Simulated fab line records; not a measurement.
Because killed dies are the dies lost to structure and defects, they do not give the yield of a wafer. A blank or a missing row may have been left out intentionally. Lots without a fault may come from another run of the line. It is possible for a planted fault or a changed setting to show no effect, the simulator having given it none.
Chamber matching || flow nand harc || pecvd-01 running NHARC_A_STAIRCASE_DEP_301: 3 sister chambers
The step deposits SiON, target thk 30 nm. 16 wafers are shown with their chamber, then 8 later ones without.

== WAFERS PAIRED WITH THEIR CHAMBERS ==
{"wafer": "L074.1", "chamber": 1, "susceptor temp C (C)": 399.92, "heater power w (W)": 733}
{"wafer": "L074.3", "chamber": 0, "susceptor temp C (C)": 400.11, "heater power w (W)": 718}
{"wafer": "L074.6", "chamber": 1, "susceptor temp C (C)": 399.75, "heater power w (W)": 724}
{"wafer": "L075.3", "chamber": 2, "susceptor temp C (C)": 399.90, "heater power w (W)": 725}
{"wafer": "L075.5", "chamber": 2, "susceptor temp C (C)": 400.02, "heater power w (W)": 744}
{"wafer": "L075.6", "chamber": 0, "susceptor temp C (C)": 400.12, "heater power w (W)": 811}
{"wafer": "L079.1", "chamber": 1, "susceptor temp C (C)": 399.48, "heater power w (W)": 785}
{"wafer": "L079.4", "chamber": 0, "susceptor temp C (C)": 399.83, "heater power w (W)": 811}
{"wafer": "L079.6", "chamber": 1, "susceptor temp C (C)": 400.01, "heater power w (W)": 779}
{"wafer": "L089.3", "chamber": 0, "susceptor temp C (C)": 399.67, "heater power w (W)": 756}
{"wafer": "L089.4", "chamber": 1, "susceptor temp C (C)": 399.79, "heater power w (W)": 813}
{"wafer": "L089.6", "chamber": 0, "susceptor temp C (C)": 399.90, "heater power w (W)": 764}
{"wafer": "L094.1", "chamber": 1, "susceptor temp C (C)": 399.83, "heater power w (W)": 768}
{"wafer": "L094.2", "chamber": 2, "susceptor temp C (C)": 399.81, "heater power w (W)": 837}
{"wafer": "L094.3", "chamber": 0, "susceptor temp C (C)": 400.09, "heater power w (W)": 808}
{"wafer": "L095.2", "chamber": 0, "susceptor temp C (C)": 400.14, "heater power w (W)": 695}

SIGNATURES (averages over the wafers above)
{"reading": "susceptor temp C", "chamber 0": 399.9800, "chamber 1": 399.7967, "chamber 2": 399.9100, "scatter within a chamber": 0.172}
{"reading": "heater power w", "chamber 0": 766.14, "chamber 1": 767.00, "chamber 2": 768.67, "scatter within a chamber": 44.8}
Rule: a wafer lies at a distance from a chamber equal to the root of the sum of squares, over the readings, of (its reading less the chamber's mean, divided by the reading's scatter). The wafer belongs to the nearest chamber; if the next one is less than 2 further off, it can't be placed. How the scatter is found: for the shown wafers, subtract from each reading the mean of its chamber, square and add these, divide the total by (wafers less chambers), then take the root.

== WAFERS WITH NO CHAMBER GIVEN ==
{"wafer": "L095.5", "susceptor temp C (C)": 400.09, "heater power w (W)": 703}
{"wafer": "L095.6", "susceptor temp C (C)": 399.98, "heater power w (W)": 792}
{"wafer": "L096.1", "susceptor temp C (C)": 399.93, "heater power w (W)": 672}
{"wafer": "L096.3", "susceptor temp C (C)": 400.03, "heater power w (W)": 775}
{"wafer": "L096.5", "susceptor temp C (C)": 399.70, "heater power w (W)": 746}
{"wafer": "L097.1", "susceptor temp C (C)": 400.12, "heater power w (W)": 703}
{"wafer": "L097.5", "susceptor temp C (C)": 399.92, "heater power w (W)": 806}
{"wafer": "L097.6", "susceptor temp C (C)": 399.70, "heater power w (W)": 787}

== CHAMBER TAKEN BY EACH ==
{"wafer": "L095.5", "from the rows above": "can't be placed: 0 or 2 or 1", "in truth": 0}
{"wafer": "L095.6", "from the rows above": "can't be placed: 0 or 2 or 1", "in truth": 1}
{"wafer": "L096.1", "from the rows above": "can't be placed: 0 or 2 or 1", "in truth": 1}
{"wafer": "L096.3", "from the rows above": "can't be placed: 0 or 2 or 1", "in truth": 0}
{"wafer": "L096.5", "from the rows above": "can't be placed: 1 or 2 or 0", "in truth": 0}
{"wafer": "L097.1", "from the rows above": "can't be placed: 0 or 2 or 1", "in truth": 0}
{"wafer": "L097.5", "from the rows above": "can't be placed: 2 or 0 or 1", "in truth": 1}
{"wafer": "L097.6", "from the rows above": "can't be placed: 1 or 2 or 0", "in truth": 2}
Correct placement for 0 of the 8. These rows do not allow placing 8 (true chamber among the candidates in 8). 0 placed wrongly.
